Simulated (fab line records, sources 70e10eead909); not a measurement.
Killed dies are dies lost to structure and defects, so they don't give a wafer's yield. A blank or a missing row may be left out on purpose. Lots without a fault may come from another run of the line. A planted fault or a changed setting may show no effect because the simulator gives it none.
Which tool did it? | flow nand_harc | 12 lots, 36 wafers sampled, at 6 steps of a route of 1302

WHAT THE GAUGES READ, wafer by wafer
NHARC_P_START_INSPECT_01.
lot  | measured     | on                | raw_defect_count
L854 | day 1 20:02  | defect_inspect-01 | 3 5 2
L855 | day 2 06:02  | defect_inspect-02 | 3 2 3
L857 | day 3 02:02  | defect_inspect-01 | 5 2 3
L862 | day 5 04:02  | defect_inspect-01 | 3 7 4
L864 | day 6 00:03  | defect_inspect-01 | 3 3 9
L866 | day 6 20:03  | defect_inspect-01 | 7 1 5
L869 | day 8 02:02  | defect_inspect-02 | 7 2 4
L870 | day 8 12:02  | defect_inspect-02 | 4 4 3
L871 | day 8 22:02  | defect_inspect-01 | 4 3 4
L872 | day 9 08:02  | defect_inspect-02 | 1 3 4
L875 | day 10 14:02 | defect_inspect-02 | 3 2 2
L877 | day 11 10:02 | defect_inspect-02 | 3 4 3

NHARC_P_ZERO_WELL_CD_MEAS_11: target cd 500 nm.
lot  | measured     | on        | cd_nm (nm)
L854 | day 1 21:14  | cd_sem-02 | 499.9 501.3 497.7
L855 | day 2 07:07  | cd_sem-02 | 495.4 501.2 498.6
L857 | day 3 03:19  | cd_sem-01 | 499.0 499.5 502.3
L862 | day 5 05:23  | cd_sem-03 | 504.9 501.5 499.1
L864 | day 6 01:14  | cd_sem-03 | 502.1 487.9 499.1
L866 | day 6 21:08  | cd_sem-03 | 498.3 499.1 488.5
L869 | day 8 03:14  | cd_sem-01 | 501.1 497.2 498.5
L870 | day 8 13:08  | cd_sem-01 | 497.4 494.8 497.5
L871 | day 8 23:15  | cd_sem-01 | 498.3 499.4 501.0
L872 | day 9 09:15  | cd_sem-01 | 502.1 503.1 500.5
L875 | day 10 15:07 | cd_sem-03 | 498.9 501.8 499.3
L877 | day 11 11:22 | cd_sem-03 | 503.4 504.6 500.2

NHARC_END_SORT_01.
lot  | measured     | on        | killed_at_array | killed_at_other | killed_at_periphery | killed_dies | killed_open | killed_short
L864 | day 28 19:53 | prober-01 | 48 50 54        | 1 0 0           | 4 2 3               | 53 52 57    | 5 0 3       | 2 2 3
L871 | day 31 00:04 | prober-01 | 31 32 28        | 4 1 1           | 1 7 2               | 36 40 31    | 1 0 1       | 3 4 6

WHICH TOOL RAN EACH LOT (tool, then ch and the chambers of the sampled wafers, then the start)
lot  | NHARC_P_ZERO_WELL_SOFTBAKE_06     | NHARC_P_ZERO_WELL_DESCUM_39        | NHARC_P_ZERO_WELL_DESCUM_54
L854 | litho_track-03 ch 0, day 1 20:00  | rie_diel-02 ch 0,1,2, day 2 00:17  | rie_diel-09 ch 0,2,3, day 2 01:49
L855 | litho_track-05 ch 0, day 2 06:00  | rie_diel-02 ch 1,2,3, day 2 10:18  | rie_diel-10 ch 0,3, day 2 11:55
L857 | litho_track-03 ch 0, day 3 02:00  | rie_diel-02 ch 0,1, day 3 06:26    | rie_diel-02 ch 1,2,3, day 3 08:05
L862 | litho_track-05 ch 0, day 5 05:00  | rie_diel-09 ch 1,2,3, day 5 08:32  | rie_diel-09 ch 0,2,3, day 5 10:10
L864 | litho_track-05 ch 0, day 6 00:00  | rie_diel-02 ch 0,1,3, day 6 04:16  | rie_diel-09 ch 0,3, day 6 05:46
L866 | litho_track-05 ch 0, day 6 20:00  | rie_diel-02 ch 1,3, day 7 06:11    | rie_diel-10 ch 1,3, day 7 07:49
L869 | litho_track-03 ch 0, day 8 02:00  | rie_diel-02 ch 2,3, day 8 06:41    | rie_diel-02 ch 1,2,3, day 8 08:21
L870 | litho_track-03 ch 0, day 8 12:00  | rie_diel-09 ch 0,2,3, day 8 16:19  | rie_diel-02 ch 0,1,3, day 8 17:58
L871 | litho_track-03 ch 0, day 8 22:00  | rie_diel-09 ch 0,1,2, day 9 02:16  | rie_diel-09 ch 1,2,3, day 9 03:55
L872 | litho_track-07 ch 0, day 9 08:00  | rie_diel-02 ch 0,3, day 9 12:30    | rie_diel-02 ch 2,3, day 9 14:08
L875 | litho_track-05 ch 0, day 10 14:00 | rie_diel-10 ch 1,2,3, day 10 18:10 | rie_diel-09 ch 0,2,3, day 10 19:44
L877 | litho_track-07 ch 0, day 11 10:00 | rie_diel-10 ch 1,2,3, day 11 14:31 | rie_diel-10 ch 0,2,3, day 11 16:12
- NHARC_P_ZERO_WELL_SOFTBAKE_06: time 70 s.
- NHARC_P_ZERO_WELL_DESCUM_39: chemistry O2, time 3 s.
- NHARC_P_ZERO_WELL_DESCUM_54: chemistry O2, time 3 s.

WHAT THE TOOLS THEMSELVES READ (means of the sampled wafers that have a number; where no wafer has one, the mark that the record gives instead)
NHARC_P_ZERO_WELL_SOFTBAKE_06.
lot  | tool           | exhaust_pa (Pa) | heater_power_total_W (W)
L854 | litho_track-03 | 45.4            | 199.8
L855 | litho_track-05 | 44.5            | 199.9
L857 | litho_track-03 | 45.2            | 200.7
L862 | litho_track-05 | 45.3            | 201.6
L864 | litho_track-05 | 45.9            | 305.8
L866 | litho_track-05 | 45.8            | 308.3
L869 | litho_track-03 | 45.5            | 202.1
L870 | litho_track-03 | 45.1            | 200.0
L871 | litho_track-03 | 43.6            | 200.4
L872 | litho_track-07 | 46.2            | 200.4
L875 | litho_track-05 | 45.6            | 201.2
L877 | litho_track-07 | 44.7            | 201.6

NHARC_P_ZERO_WELL_DESCUM_39.
lot  | tool        | drypump_motor_current_A (A) | oes_product_au (a.u.) | rf_vpp_V (V) | showerhead_plenum_p_Torr (Torr) | throttle_valve_pct (%)
L854 | rie_diel-02 | 6.1                         | 0.999                 | 57.6         | 1.85                            | 11.310
L855 | rie_diel-02 | 5.9                         | 1.009                 | 57.7         | 1.89                            | 11.311
L857 | rie_diel-02 | 5.9                         | 1.011                 | 59.0         | 1.93                            | 11.316
L862 | rie_diel-09 | 6.0                         | 0.984                 | 57.1         | 1.89                            | 11.308
L864 | rie_diel-02 | 5.8                         | 1.006                 | 57.2         | 1.88                            | 11.309
L866 | rie_diel-02 | 5.6                         | 0.997                 | 58.1         | 1.91                            | 11.312
L869 | rie_diel-02 | 5.8                         | 0.988                 | 57.5         | 1.84                            | 11.303
L870 | rie_diel-09 | 6.0                         | 1.010                 | 57.9         | 1.89                            | 11.316
L871 | rie_diel-09 | 6.1                         | 1.016                 | 57.0         | 1.87                            | 11.310
L872 | rie_diel-02 | 5.9                         | 0.991                 | 57.1         | 1.79                            | 11.307
L875 | rie_diel-10 | 5.7                         | 1.000                 | 57.5         | 1.91                            | 11.309
L877 | rie_diel-10 | 5.6                         | 0.999                 | 57.4         | 1.91                            | 11.303

NHARC_P_ZERO_WELL_DESCUM_54.
lot  | tool        | drypump_motor_current_A (A) | oes_product_au (a.u.) | rf_vpp_V (V) | showerhead_plenum_p_Torr (Torr) | throttle_valve_pct (%)
L854 | rie_diel-09 | 6.0                         | 0.997                 | 58.0         | 1.91                            | 11.313
L855 | rie_diel-10 | 6.0                         | 1.023                 | 58.7         | 1.92                            | 11.320
L857 | rie_diel-02 | 5.9                         | 0.994                 | 58.2         | 1.89                            | 11.303
L862 | rie_diel-09 | 6.1                         | 0.993                 | 57.8         | 1.90                            | 11.305
L864 | rie_diel-09 | 5.9                         | 1.000                 | 58.0         | 1.93                            | 11.307
L866 | rie_diel-10 | 5.8                         | 1.011                 | 59.2         | 1.93                            | 11.313
L869 | rie_diel-02 | 5.9                         | 0.990                 | 57.3         | 1.88                            | 11.310
L870 | rie_diel-02 | 5.9                         | 0.985                 | 58.0         | 1.87                            | 11.305
L871 | rie_diel-09 | 6.1                         | 1.002                 | 57.6         | 1.88                            | 11.310
L872 | rie_diel-02 | 6.1                         | 0.998                 | 57.5         | 1.80                            | 11.314
L875 | rie_diel-09 | 6.0                         | 1.017                 | 57.8         | 1.88                            | 11.313
L877 | rie_diel-10 | 5.9                         | 1.009                 | 57.1         | 1.89                            | 11.309

THE ANSWER, worked out from the rows above alone
Rule: what is usual is taken from the lots themselves. Put in order of their means at a reading, lots are off if they are a third of the lots or fewer, leave a main group of 4 or more, and stand apart from it by a gap of 3 or more times the standard deviation of the main group's means; of several such gaps the widest counts. A main group whose means are all the same, to the digits that the tables above print for the reading, isn't used. A lot without any number at a reading at which 4 lots or more have one is off too. The other lots that the step has rows for count as sound. The gauges are gone through in route order, then the tools' own readings, and for those a lot's mean is taken as printed above. The first step at which some lot is off is used, and at that step the reading that is off furthest; a lot without a number counts as furthest.
Off: L864, L866, at NHARC_P_ZERO_WELL_SOFTBAKE_06 (heater_power_total_W). The main group: mean 200.8 W, standard deviation 0.77.
A tool fits if, at that step or a process step before it, it ran every lot that is off, and no sound lot after the first of them. None of those tried fits.

WHAT THE SIMULATOR HAD PUT IN
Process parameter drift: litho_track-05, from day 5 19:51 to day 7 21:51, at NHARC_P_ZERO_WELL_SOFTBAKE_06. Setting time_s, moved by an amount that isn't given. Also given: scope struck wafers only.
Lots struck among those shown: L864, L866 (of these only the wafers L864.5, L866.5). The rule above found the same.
